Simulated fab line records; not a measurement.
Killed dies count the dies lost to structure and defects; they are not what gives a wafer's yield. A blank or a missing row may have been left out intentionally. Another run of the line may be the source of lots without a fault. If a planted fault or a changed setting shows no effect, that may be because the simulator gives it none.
fab line records	flow n5-finfet	part 1 of 2: steps 1 to 4 of 6
record: lots: 22	wafers: 66	last-day: 18
route steps=1938 shown FIN_CUT@176 STI_FIN_REVEAL@184 DUMMY_GATE@214 SD_EPI_N@293
lots that met no fault: from a run of the same line without faults
start-h: hours from the record's opening day to when the first of the lot's shown wafers began	wait-h: how many hours have passed since the lot's step before this one	" identical to the entry in the row above	L1.1+2: a row that stands for several wafers	- either no value or no given start	* or withheld: withheld	< > ~ a bound
route shown NAME@n: NAME is a module with steps in the file, n the number in the route of the first one	usual: average and standard deviation across the fault-free wafers	same: alike in all rows	chamber/n: place in a boat	sites: each site's reading	_std_site: standard deviation across them	_edge_site: the outer-site mean with the inner-site mean subtracted	radius-mm: how far each site lies from the wafer's centre	mask NAME#n: copy n	behind: the last tool/chamber to shape the wafer	hold: the reason the lot was held/the length of the hold in hours/how it ended	device: the n, p or np transistor that did not switch	end of line: tests of these same wafers at the route's end	a step without rows: its recipe alone	killed: count of dies lost to structure and defects at first sort (not the wafer's yield)	map: the dies of a wafer, with x for killed, . for not killed, _ for no die there
set.NAME: setting as actually run; set.NAME@STEP: the setting as run at that earlier step	model.NAME: the simulator's own value behind a step, which no gauge read
a sample of lots followed through the steps of the route, with each step as a table and each wafer as a row
services: a tool's chamber out of use, with start hour (start-h, from the record's first day; less than 0 if before it), hours out, and reason
== steps ==
step: N5_FIN_CUT_CUT_ETCH_15
recipe: chemistry: HBr/Cl2/O2	target: Si	target-depth-a: 1000	bt-time-s: 10	mask-material: SOC	time-s: 42.4	ion-energy-ev: *	bias-w: *	pressure-mtorr: 10	icp-w: 800	HBr_flow_sccm: 150	Cl2_flow_sccm: 80	O2_flow_sccm: 12
usual: HBr_flow_sccm: 149.9/0.46	drypump-motor-current-A: 5.7/0.51	oes-product-au: 1.004/0.016	rf-fwd-power-W: *	throttle-valve-pct: 37.2/0.46
lot.wafer	tool	chamber	start-h	wait-h	HBr_flow_sccm	drypump-motor-current-A	oes-product-au	rf-fwd-power-W	rf-hours-counter-h	throttle-valve-pct
L074.2	rie-si-06	2	29.72	0.1	149.8	6.2	0.976	*	3	37.7
L074.3	"	0	"	"	150.6	5.9	1.000	*	158	37.8
L074.5	"	0	"	"	148.7	5.9	0.994	*	-	37.8
L075.2	rie-si-01	3	33.73	0.1	148.6	5.9	1.012	*	20	36.7
L075.4	"	0	"	"	150.3	5.6	1.023	*	3	37.4
L075.6	"	0	"	"	149.9	5.6	1.021	*	-	37.4
L076.3	rie-si-06	0	46.02	0.0	149.6	5.9	0.998	*	159	37.8
L076.4	"	3	"	"	150.2	6.7	0.998	*	27	37.1
L076.6	"	1	"	"	150.6	5.1	1.020	*	-	37.0
L077.1	rie-si-06	1	47.05	0.1	150.8	5.1	1.037	*	63	37.0
L077.2	"	0	"	"	150.5	5.9	0.996	*	159	37.8
L077.3	"	3	"	"	150.4	6.8	0.991	*	27	37.1
L078.1	rie-si-01	1	51.58	0.1	149.7	5.0	1.003	*	6	36.6
L078.2	"	0	"	"	149.3	5.6	1.023	*	3	37.4
L078.5	"	0	"	"	150.4	5.6	1.026	*	-	37.4
L079.1	rie-si-01	0	57.86	0.1	149.9	5.6	1.012	*	3	37.4
L079.3	"	3	"	"	149.3	5.9	1.006	*	20	36.7
L079.5	"	2	"	"	150.6	5.5	0.999	*	-	37.9
L080.4	rie-si-01	3	63.44	0.0	149.3	5.9	1.015	*	20	36.7
L080.5	"	1	"	"	149.8	5.0	1.001	*	-	36.6
L080.6	"	2	"	"	150.6	5.5	0.992	*	-	37.9
L081.2	rie-si-03	3	70.40	0.1	150.2	5.7	0.995	*	96	37.2
L081.3	"	1	"	"	150.0	5.2	1.010	*	137	36.6
L081.4	"	0	"	"	149.8	5.6	1.026	*	151	37.3
L083.1	rie-si-01	3	81.68	0.1	150.2	5.9	1.013	*	21	36.7
L083.4	"	0	"	"	149.6	5.6	1.028	*	4	37.4
L083.5	"	1	"	"	149.6	5.0	1.001	*	-	36.7
L084.2	rie-si-06	2	91.06	0.1	149.8	6.2	0.994	*	4	37.7
L084.3	"	0	"	"	149.6	5.9	1.002	*	159	37.8
L084.6	"	2	"	"	149.4	6.2	0.978	*	-	37.7
L085.3	rie-si-03	2	97.58	0.0	150.8	5.6	1.012	*	133	36.7
L085.5	"	2	"	"	149.9	5.6	1.010	*	-	36.7
L085.6	"	3	"	"	149.6	5.7	0.996	*	-	37.2
L086.2	rie-si-03	1	103.42	0.1	149.8	5.1	1.006	*	137	36.6
L086.3	"	2	"	"	150.0	5.6	1.001	*	133	36.7
L086.6	"	0	"	"	150.3	5.6	1.025	*	-	37.3
L087.1	rie-si-01	2	108.51	0.1	150.6	5.5	1.003	*	4	37.9
L087.2	"	0	"	"	150.2	5.6	1.030	*	4	37.4
L087.5	"	1	"	"	150.4	5.0	0.994	*	-	36.6
L088.1	rie-si-06	3	115.59	0.1	150.0	6.7	0.979	*	28	37.2
L088.5	"	2	"	"	150.5	6.3	0.978	*	-	37.7
L088.6	"	3	"	"	149.7	6.8	0.986	*	-	37.2
L089.1	rie-si-01	0	118.33	0.1	150.3	5.6	1.021	*	4	37.4
L089.2	"	3	"	"	149.7	5.9	1.009	*	21	36.7
L089.6	"	2	"	"	149.7	5.5	0.987	*	-	37.9
L090.1	rie-si-06	1	124.09	0.1	148.9	5.1	1.025	*	65	37.0
L090.4	"	3	"	"	149.7	6.7	0.990	*	28	37.1
L090.5	"	2	"	"	150.1	6.3	0.982	*	-	37.7
L091.1	rie-si-03	2	129.91	0.1	150.1	5.6	1.013	*	134	36.6
L091.4	"	1	"	"	150.3	5.1	1.003	*	137	36.6
L091.5	"	1	"	"	149.7	5.2	1.006	*	-	36.5
L093.2	rie-si-06	0	143.12	0.1	149.8	5.9	0.994	*	161	37.8
L093.5	"	3	"	"	149.7	6.7	0.992	*	-	37.1
L093.6	"	0	"	"	149.7	5.9	1.003	*	-	37.8
L094.2	rie-si-01	0	147.43	0.1	150.2	5.6	1.024	*	5	37.4
L094.3	"	3	"	"	150.6	5.9	1.014	*	22	36.7
L094.4	"	2	"	"	150.7	5.5	0.998	*	4	37.9
L095.3	rie-si-06	2	155.95	0.0	149.3	6.2	0.982	*	6	37.7
L095.5	"	1	"	"	150.6	5.1	1.034	*	-	37.0
L095.6	"	2	"	"	149.1	6.3	0.981	*	-	37.7
L096.3	rie-si-01	1	159.71	0.0	150.1	5.0	0.997	*	8	36.6
L096.4	"	0	"	"	149.6	5.6	1.027	*	5	37.4
L096.5	"	0	"	"	149.9	5.6	1.019	*	-	37.4
L097.2	rie-si-06	3	166.96	0.1	150.6	6.7	0.992	*	29	37.1
L097.4	"	3	"	"	150.4	6.8	0.991	*	-	37.1
L097.5	"	1	"	"	149.2	5.1	1.029	*	-	37.0
step: N5_FIN_CUT_STRIP_22
recipe: chemistry: N2/H2	power-w: 500	temp-c: 40	pressure-mtorr: 50	rf-frequency-hz: 6e+07	overash-fraction: 0.3	bias-power-w: 8	h2-frac: 0.5	n2-flow-sccm: 300	h2-flow-sccm: 300
usual: drypump-motor-current-A: 5.6/0.44	oes-product-au: 0.79/0.091	power-w: 499.9/1.5	rf-vpp-V: 53.9/2.3	showerhead-plenum-p-Torr: 3.36/0.12	throttle-valve-pct: 18.9/0.4
lot.wafer	tool	chamber	start-h	wait-h	drypump-motor-current-A	oes-product-au	power-w	rf-hours-counter-h	rf-vpp-V	showerhead-plenum-p-Torr	throttle-valve-pct
L074.2	rie-diel-04	1	29.84	0.0	5.1	0.72	497.4	182	52.8	3.32	18.5
L074.3	"	2	"	"	5.0	0.79	502.1	125	53.3	3.25	19.1
L074.5	"	2	"	"	5.0	0.79	500.9	-	51.1	3.25	19.0
L075.2	rie-diel-03	0	33.85	0.0	5.8	0.75	497.5	124	52.3	3.52	19.1
L075.4	"	1	"	"	5.0	0.71	502.8	217	58.6	3.49	19.7
L075.6	"	0	"	"	5.8	0.76	500.4	-	52.6	3.52	19.2
L076.3	rie-diel-04	2	46.17	0.1	5.0	0.78	502.0	132	55.2	3.24	19.1
L076.4	"	2	"	"	5.0	0.78	499.2	-	54.3	3.24	19.1
L076.6	"	0	"	"	6.3	0.95	501.7	-	52.2	3.31	19.2
L077.1	rie-diel-03	1	47.23	0.1	5.0	0.72	499.2	221	55.0	3.48	19.7
L077.2	"	0	"	"	5.8	0.75	499.6	128	54.2	3.52	19.1
L077.3	"	2	"	"	6.0	0.74	500.9	170	53.6	3.22	18.8
L078.1	rie-diel-03	0	51.70	0.0	5.9	0.74	500.3	130	55.5	3.52	19.1
L078.2	"	2	"	"	6.0	0.74	500.6	172	52.1	3.22	18.8
L078.5	"	0	"	"	5.8	0.73	499.6	-	53.9	3.52	19.2
L079.1	rie-diel-03	2	57.98	0.0	6.0	0.74	500.0	174	52.5	3.22	18.8
L079.3	"	0	"	"	5.8	0.75	502.8	132	54.0	3.51	19.1
L079.5	"	0	"	"	5.8	0.75	502.2	-	54.8	3.52	19.2
L080.4	rie-diel-04	0	63.60	0.1	6.3	0.92	498.8	9	54.0	3.31	19.3
L080.5	"	3	"	"	5.4	0.99	499.1	-	56.4	3.59	18.5
L080.6	"	0	"	"	6.3	0.92	499.0	-	51.7	3.31	19.2
L081.2	rie-diel-03	3	70.52	0.0	6.0	0.68	500.3	242	52.0	3.40	18.6
L081.3	"	1	"	"	4.9	0.71	497.7	226	54.9	3.48	19.7
L081.4	"	0	"	"	5.8	0.74	500.9	138	49.9	3.51	19.1
L083.1	rie-diel-04	1	81.80	0.0	5.1	0.69	497.0	203	58.0	3.31	18.5
L083.4	"	2	"	"	5.0	0.77	499.5	146	54.2	3.24	19.1
L083.5	"	3	"	"	5.4	0.93	501.9	-	50.8	3.59	18.6
L084.2	rie-diel-03	2	91.19	0.0	6.0	0.74	500.6	186	55.9	3.21	18.8
L084.3	"	1	"	"	4.9	0.71	501.6	235	61.0	3.48	19.7
L084.6	"	1	"	"	4.9	0.68	500.3	-	51.7	3.48	19.7
L085.3	rie-diel-04	0	97.78	0.1	6.3	0.90	501.1	19	55.3	3.30	19.2
L085.5	"	0	"	"	6.3	0.91	497.3	-	55.4	3.30	19.3
L085.6	"	1	"	"	5.0	0.68	500.0	-	54.8	3.30	18.5
L086.2	rie-diel-03	3	103.54	0.0	6.0	0.68	500.5	250	60.7	3.40	18.7
L086.3	"	2	"	"	5.9	0.74	502.2	190	52.0	3.21	18.9
L086.6	"	0	"	"	5.8	0.73	499.6	-	54.5	3.51	19.2
L087.1	rie-diel-05	1	108.64	0.0	5.5	0.76	500.5	144	53.2	3.21	18.4
L087.2	"	0	"	"	6.1	1.00	499.5	6	51.7	3.32	18.5
L087.5	"	2	"	"	5.8	0.75	499.4	-	53.6	3.37	19.5
L088.1	rie-diel-04	1	115.71	0.0	5.0	0.68	502.2	215	56.3	3.30	18.5
L088.5	"	2	"	"	5.0	0.76	500.6	-	59.0	3.23	19.1
L088.6	"	3	"	"	5.4	0.94	499.9	-	53.1	3.58	18.6
L089.1	rie-diel-04	0	118.61	0.2	6.3	0.88	500.5	26	53.1	3.30	19.3
L089.2	"	2	"	"	5.0	0.76	501.2	157	51.4	3.23	19.1
L089.6	"	0	"	"	6.3	0.85	499.8	-	54.0	3.30	19.3
L090.1	rie-diel-03	2	124.22	0.1	6.0	0.72	499.7	197	57.6	3.20	18.9
L090.4	"	1	"	"	4.9	0.68	498.8	245	53.8	3.47	19.7
L090.5	"	3	"	"	5.9	0.99	497.6	-	54.0	3.40	18.3
L091.1	rie-diel-05	3	130.03	0.0	5.5	0.85	500.9	64	49.4	3.38	18.9
L091.4	"	2	"	"	5.8	0.75	497.9	124	50.9	3.37	19.4
L091.5	"	2	"	"	5.8	0.76	499.9	-	54.1	3.37	19.4
L093.2	rie-diel-04	1	143.29	0.1	5.1	0.68	497.4	224	55.7	3.29	18.5
L093.5	"	2	"	"	5.0	0.76	502.4	-	54.0	3.23	19.1
L093.6	"	3	"	"	5.4	0.90	500.4	-	53.2	3.58	18.6
L094.2	rie-diel-05	3	147.55	0.0	5.5	0.84	498.5	69	56.0	3.38	18.9
L094.3	"	0	"	"	6.1	0.94	501.9	17	52.3	3.31	18.5
L094.4	"	2	"	"	5.8	0.74	501.4	129	54.5	3.37	19.4
L095.3	rie-diel-05	3	156.07	0.0	5.5	0.85	496.7	71	55.2	3.38	19.0
L095.5	"	1	"	"	5.5	0.74	499.5	-	53.3	3.20	18.4
L095.6	"	0	"	"	6.1	0.95	498.3	-	57.3	3.31	18.5
L096.3	rie-diel-04	0	159.84	0.0	6.3	0.89	499.6	40	53.5	3.29	19.4
L096.4	"	3	"	"	5.4	0.87	501.3	28	52.0	3.58	18.5
L096.5	"	1	"	"	5.1	0.69	502.1	-	57.2	3.29	18.6
L097.2	rie-diel-03	0	167.09	0.1	5.8	0.73	500.0	169	55.1	3.50	19.2
L097.4	"	2	"	"	6.0	0.72	500.6	-	50.8	3.20	18.9
L097.5	"	3	"	"	5.9	0.91	500.1	-	52.3	3.39	18.3
step: N5_STI_FIN_REVEAL_ALD_14
recipe: material: Si3N4	target-thk-a: 30	temp-c: 400	ald-precursor-family: SiH2I2	ald-co-reactant: N2/H2-plasma	pressure-torr: 2
usual: chamber-pressure-Torr: 1.999/0.0044	heater-power-outer-w: 553/72	heater-power-w: 888/75
lot.wafer	tool	chamber	start-h	wait-h	chamber-pressure-Torr	heater-power-outer-w	heater-power-w
L074.2	ald-sin-02	2	30.09	0.0	2.007	444	738
L074.3	"	0	"	"	2.002	473	892
L074.5	"	0	"	"	1.988	478	914
L075.2	ald-sin-04	2	34.10	0.0	1.991	500	857
L075.4	"	0	"	"	2.006	554	935
L075.6	"	2	"	"	1.995	497	857
L076.3	ald-sin-04	2	46.42	0.0	1.998	500	861
L076.4	"	0	"	"	1.997	536	904
L076.6	"	1	"	"	2.001	520	809
L077.1	ald-sin-02	0	47.88	0.0	1.995	468	884
L077.2	"	2	"	"	2.000	449	760
L077.3	"	3	"	"	2.001	468	787
L078.1	ald-sin-03	2	51.94	0.0	1.996	593	870
L078.2	"	0	"	"	2.006	635	923
L078.5	"	2	"	"	2.003	595	851
L079.1	ald-sin-03	3	59.32	0.0	2.003	614	1012
L079.3	"	0	"	"	1.997	643	917
L079.5	"	2	"	"	2.006	592	883
L080.4	ald-sin-03	0	63.85	0.0	1.996	631	901
L080.5	"	1	"	"	2.001	559	947
L080.6	"	0	"	"	2.005	646	920
L081.2	ald-sin-02	2	70.76	0.0	1.995	446	750
L081.3	"	0	"	"	2.000	464	895
L081.4	"	3	"	"	1.997	458	765
L083.1	ald-sin-02	3	82.39	0.0	2.003	455	774
L083.4	"	0	"	"	1.992	469	896
L083.5	"	0	"	"	2.006	462	886
L084.2	ald-sin-04	2	91.43	0.0	1.998	503	849
L084.3	"	0	"	"	2.000	559	929
L084.6	"	1	"	"	1.999	508	787
L085.3	ald-sin-03	0	98.64	0.0	2.001	638	887
L085.5	"	1	"	"	2.001	553	933
L085.6	"	0	"	"	1.996	642	903
L086.2	ald-sin-03	3	103.79	0.0	2.010	639	1004
L086.3	"	1	"	"	2.007	577	936
L086.6	"	2	"	"	2.006	601	889
L087.1	ald-sin-02	3	108.89	0.0	2.001	473	778
L087.2	"	0	"	"	1.993	478	884
L087.5	"	2	"	"	2.001	444	782
L088.1	ald-sin-03	2	116.47	0.0	1.999	591	887
L088.5	"	1	"	"	1.996	571	921
L088.6	"	2	"	"	1.999	572	866
L089.1	ald-sin-02	0	118.86	0.0	1.995	468	885
L089.2	"	1	"	"	2.008	607	930
L089.6	"	0	"	"	1.993	475	894
L090.1	ald-sin-02	2	124.71	0.0	2.000	455	750
L090.4	"	0	"	"	2.003	469	882
L090.5	"	3	"	"	1.996	458	764
L091.1	ald-sin-03	3	130.61	0.0	2.002	651	1024
L091.4	"	0	"	"	1.998	643	916
L091.5	"	0	"	"	2.003	655	921
L093.2	ald-sin-02	0	143.53	0.0	2.001	468	884
L093.5	"	1	"	"	1.998	612	932
L093.6	"	0	"	"	2.002	458	883
L094.2	ald-sin-02	0	147.88	0.0	1.998	461	880
L094.3	"	3	"	"	2.000	461	798
L094.4	"	2	"	"	2.003	447	754
L095.3	ald-sin-03	3	156.63	0.0	2.002	626	1026
L095.5	"	0	"	"	1.995	646	922
L095.6	"	1	"	"	1.996	573	967
L096.3	ald-sin-04	0	161.64	0.0	1.995	543	955
L096.4	"	3	"	"	2.000	515	858
L096.5	"	1	"	"	1.995	517	808
L097.2	ald-sin-03	3	167.52	0.0	2.001	643	1013
L097.4	"	3	"	"	1.992	649	1015
L097.5	"	2	"	"	1.994	589	894
step: N5_DUMMY_GATE_ALD_02
recipe: material: SiO2	target-thk-a: 20	temp-c: 300	ald-precursor-family: BDEAS	ald-co-reactant: O2-plasma	pulse-time-s: 1	pressure-torr: 2
usual: chamber-pressure-Torr: 1.999/0.0038	heater-power-outer-w: 258/28	heater-power-w: 477/44	precursor-pulse-height-rel: 1.004/0.021
lot.wafer	tool	chamber	start-h	wait-h	chamber-pressure-Torr	heater-power-outer-w	heater-power-w	precursor-pulse-height-rel
L074.2	ald-sin-01	1	38.90	0.1	2.002	238	420	1.007
L074.3	"	3	"	"	1.996	287	518	1.000
L074.5	"	2	"	"	1.992	301	565	1.000
L075.2	ald-sin-04	2	43.30	0.4	2.006	258	493	1.018
L075.4	"	0	"	"	1.996	280	515	1.006
L075.6	"	2	"	"	2.000	252	487	1.006
L076.3	ald-sin-01	0	55.93	0.8	1.995	231	446	1.017
L076.4	"	3	"	"	2.000	283	517	0.990
L076.6	"	0	"	"	2.003	229	461	1.003
L077.1	ald-sin-02	2	57.25	0.0	1.995	225	427	1.020
L077.2	"	1	"	"	2.003	311	533	1.004
L077.3	"	0	"	"	2.002	241	484	1.028
L078.1	ald-sin-02	2	61.30	0.0	2.001	227	430	0.992
L078.2	"	1	"	"	2.007	305	519	1.001
L078.5	"	2	"	"	2.000	229	437	0.994
L079.1	ald-sin-01	2	68.87	0.3	2.002	295	560	1.008
L079.3	"	0	"	"	1.999	238	456	1.000
L079.5	"	3	"	"	2.004	289	522	0.979
L080.4	ald-sin-04	3	72.56	0.0	2.001	260	460	1.024
L080.5	"	3	"	"	1.998	264	485	1.007
L080.6	"	0	"	"	2.000	287	511	1.019
L081.2	ald-sin-02	3	79.60	0.0	2.002	241	424	0.993
L081.3	"	1	"	"	2.006	312	521	0.971
L081.4	"	2	"	"	1.999	224	423	0.993
L083.1	ald-sin-04	3	91.14	0.0	2.000	263	467	0.986
L083.4	"	0	"	"	1.992	280	519	0.999
L083.5	"	2	"	"	2.002	252	486	0.999
L084.2	ald-sin-02	3	100.83	0.3	1.996	234	449	0.973
L084.3	"	0	"	"	1.997	239	493	1.031
L084.6	"	3	"	"	1.997	242	446	1.007
L085.3	ald-sin-02	2	107.46	0.0	1.993	226	434	1.011
L085.5	"	3	"	"	1.999	229	439	1.041
L085.6	"	2	"	"	1.994	222	439	0.977
L086.2	ald-sin-02	0	113.54	1.0	1.998	237	489	0.988
L086.3	"	2	"	"	1.999	229	426	1.042
L086.6	"	3	"	"	1.998	235	434	1.009
L087.1	ald-sin-04	0	117.70	0.1	2.002	276	529	0.992
L087.2	"	1	"	"	1.997	269	457	0.985
L087.5	"	0	"	"	2.000	281	526	0.964
L088.1	ald-sin-04	2	125.27	0.0	2.001	255	474	0.998
L088.5	"	3	"	"	1.997	263	482	1.009
L088.6	"	0	"	"	2.001	278	526	1.015
L089.1	ald-sin-01	1	127.59	0.0	2.001	224	397	1.014
L089.2	"	2	"	"	2.001	293	546	0.970
L089.6	"	0	"	"	2.005	225	430	1.007
L090.1	ald-sin-04	1	133.42	0.0	2.006	267	448	0.979
L090.4	"	0	"	"	1.997	283	523	1.015
L090.5	"	1	"	"	2.010	273	453	1.062
L091.1	ald-sin-02	1	139.43	0.0	2.002	313	514	1.052
L091.4	"	0	"	"	2.003	238	484	0.994
L091.5	"	0	"	"	1.999	241	513	1.002
L093.2	ald-sin-01	0	152.73	0.0	2.002	218	453	0.978
L093.5	"	3	"	"	1.998	281	510	1.021
L093.6	"	0	"	"	1.997	222	433	0.976
L094.2	ald-sin-04	0	157.10	0.0	2.003	285	521	1.035
L094.3	"	1	"	"	1.997	270	440	0.973
L094.4	"	3	"	"	2.001	264	469	0.988
L095.3	ald-sin-01	2	165.59	0.0	1.999	300	543	1.020
L095.5	"	0	"	"	2.008	219	434	1.017
L095.6	"	1	"	"	1.998	217	400	1.002
L096.3	ald-sin-01	2	170.71	0.3	1.999	292	555	1.000
L096.4	"	0	"	"	1.997	218	421	1.018
L096.5	"	2	"	"	1.998	296	527	1.019
L097.2	ald-sin-04	1	176.29	0.0	2.000	262	455	1.042
L097.4	"	2	"	"	2.001	248	498	0.996
L097.5	"	2	"	"	2.003	255	478	1.008
